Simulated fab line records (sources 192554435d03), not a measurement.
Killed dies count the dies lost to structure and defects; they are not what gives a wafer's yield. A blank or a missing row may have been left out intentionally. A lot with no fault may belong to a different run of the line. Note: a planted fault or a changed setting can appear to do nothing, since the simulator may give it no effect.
A lot that was struck, set against a sound lot | flow n5 finfet | 39 out of 1938 route steps
Sound: wafers L545.1, L545.3, L545.6. Struck: wafers L537.2, L537.6 (left out: L537.4, a lot-mate that was not struck); the cause follows at the end.
Order at every step that has rows: each side's tool, ch and its chambers, its first start. Under that, the readings that differ: sound wafers | struck wafers | difference of the means | sigmas: that difference in standard deviations of wafers without a fault.
alike: readings whose means differ by less than 2 such deviations, and words and numbers that are the same on both sides. not compared: withheld readings, readings that some wafer has no value for, bounds like >300 that may hide the same value, and numbers for which the record gives no deviation and whose values overlap.
A row with sigmas, a row that says differs or no value, or rows on one side alone: a step with any of these is where the two part. Numbers that don't overlap but have no deviation are shown without sigmas and don't part them. A reading that every wafer of one side lacks parts them only if that side has two wafers or more.

first, 9 steps without rows for these wafers: N5_DUMMY_GATE_PEB_13 (peb time 60 s); N5_DUMMY_GATE_DEVELOP_14 (develop time 30 s); N5_DUMMY_GATE_DESCUM_20 (chemistry O2, time 6.2 s); N5_DUMMY_GATE_ETCH_29 (etches underlayer in N2/H2, target depth 13 nm); N5_DUMMY_GATE_ETCH_36 (etches SiARC in CF4, target depth 13 nm); N5_DUMMY_GATE_ETCH_37 (etches SOC in N2/H2, target depth 60 nm, overetch 30 nm); N5_DUMMY_GATE_STRIP_38 (strips in N2/H2); N5_DUMMY_GATE_STRIP_39 (strips in N2/H2); N5_DUMMY_GATE_TRIM_49 (chemistry O2, time 29 s, target cd 14 nm).
N5_DUMMY_GATE_STRIP_40: strips in CF4.
  sound on rie diel-05 ch 1,2,3, day 7 11:06; struck on rie diel-02 ch 2, day 5 13:10
  alike: drypump motor current A, oes product au, rf vpp V, showerhead plenum p Torr, throttle valve pct
  not compared: rf hours counter h
then, 13 steps without rows for these wafers: N5_DUMMY_GATE_ETCH_31 (etches SiO2 in C4F6/O2, target depth 82.5 nm, time 27.5 s); N5_DUMMY_GATE_STRIP_41 (strips in O2); N5_DUMMY_GATE_HM_OPEN_21 (chemistry CH3F/O2, target SiNx, target depth 120 nm, time 171.4 s); N5_DUMMY_GATE_ETCH_32 (etches SiO2 in CF4, target depth 3.5 nm, time 3.9 s); N5_DUMMY_GATE_ETCH_23 (etches poly-Si in HBr/Cl2/O2, target depth 41 nm, time 22.3 s); N5_DUMMY_GATE_ETCH_44 (etches poly-Si in HBr/O2, stops on SiO2, target depth 127.5 nm); N5_DUMMY_GATE_ETCH_42 (etches SiO2 in CHF3/O2, target depth 3.5 nm, time 31 s); N5_DUMMY_GATE_STRIP_48 (strips in N2/H2, time 20 s); N5_DUMMY_GATE_PRECLEAN_33 (cleans in dHF, time 10 s); N5_DUMMY_GATE_PRECLEAN_25 (cleans in O3/DIW, time 45 s); N5_DUMMY_GATE_PRECLEAN_51 (cleans in SC2, time 45 s); N5_DUMMY_GATE_SRD_26 (time 30 s); N5_DUMMY_GATE_UV_OZONE_45 (time 120 s).
N5_DUMMY_GATE_INSPECT_27: inspects for defects (brightfield).
  sound: defect inspect-01 at day 7 12:06; struck: defect inspect-01 at day 5 14:01
  reading          | sound       | struck    | difference | sigmas
  raw defect count | 302 261 203 | 1513 1446 | +1224      | +14
then, 3 steps without rows for these wafers: N5_SPACER0_ALD_07 (deposits SiNx, target thk 2 nm); N5_SPACER0_ALD_00 (deposits SiOCN, target thk 3.5 nm, pulse time 3 s, purge time 2 s); N5_SPACER0_ALD_08 (deposits SiNx, target thk 2 nm).
N5_SPACER0_INSPECT_04: inspects for defects (darkfield).
  sound: defect inspect-02 at day 7 12:42; struck: defect inspect-02 at day 5 14:37
  reading          | sound      | struck    | difference | sigmas
  raw defect count | 123 117 89 | 1431 1303 | +1257      | +38
then, 8 steps without rows for these wafers: N5_SD_EPI_N_COAT_32 (time 60 s, resist thk 350 nm); N5_SD_EPI_N_COAT_33 (time 60 s, resist thk 35 nm); N5_SD_EPI_N_COAT_03 (resist thk 150 nm); N5_SD_EPI_N_EBR_05; N5_SD_EPI_N_SOFTBAKE_04 (time 60 s); N5_SD_EPI_N_EXPOSE_06 (exposes mask SD N BLK, target cd 120 nm); N5_SD_EPI_N_PEB_07 (peb time 60 s); N5_SD_EPI_N_DEVELOP_08 (develop time 30 s).
N5_SD_EPI_N_INSPECT_11: inspects for defects (macro).
  sound: defect inspect-02 at day 7 13:09; struck: defect inspect-02 at day 5 15:04
  reading          | sound | struck    | difference | sigmas
  raw defect count | 1 6 1 | >300 >300 | differs    |
-- the record jumps here: 5 days lie between the struck wafers' starts before and after (it left off in module SD_EPI_N and takes up again in module BEOL_M4, whose first step shown is number 1111 of the route) --
N5_BEOL_M4_RC_MEAS_101:
  sound on prober-01 ch 0, day 12 17:19; struck on prober-02 ch 0, day 10 11:26
  alike: DIBL_N, DIBL_P, IOFF_N, IOFF_P, ION_N, ION_P, SS_N, SS_P, VT_N, VT_P
-- record jumps: 5 days separate the struck wafers' starts on either side; left off in module BEOL_M4, taken up again in module PASSIVATION, whose first shown step is the route's number 1936 --
N5_PASSIVATION_PROBE_49:
  sound: prober-01 at day 16 21:00; struck: prober-02 at day 15 05:22
  reading                  | sound          | struck    | difference | sigmas
  defect limited yield (%) | 89.2 92.1 88.9 | 84.5 82.9 | -6.4       | -5
  killed at front end      | 49 43 38       | 125 132   | +85        | +8
  killed dies              | 128 93 131     | 183 202   | +75        | +5
  killed on rim            | 21 10 16       | 32 34     | +17        | +4
  sort_bin_5_function (%)  | 6.1 4.3 7.7    | 8.4 9.9   | +3.1       | +4
  sort n pass              | 1052 1087 1049 | 997 978   | -75        | -5
  sort yield pct (%)       | 89.2 92.1 88.9 | 84.5 82.9 | -6.4       | -5
  alike: killed_at_M0_to_M3, killed_at_M4_up, killed at contacts, killed at other, killed open, killed short, sort_bin_6_memory, sort_bin_8_speed

## WHERE THEY PART
At N5_DUMMY_GATE_INSPECT_27 first; at N5_PASSIVATION_PROBE_49 last (within this record only).

WHY: what had been put in by the simulator
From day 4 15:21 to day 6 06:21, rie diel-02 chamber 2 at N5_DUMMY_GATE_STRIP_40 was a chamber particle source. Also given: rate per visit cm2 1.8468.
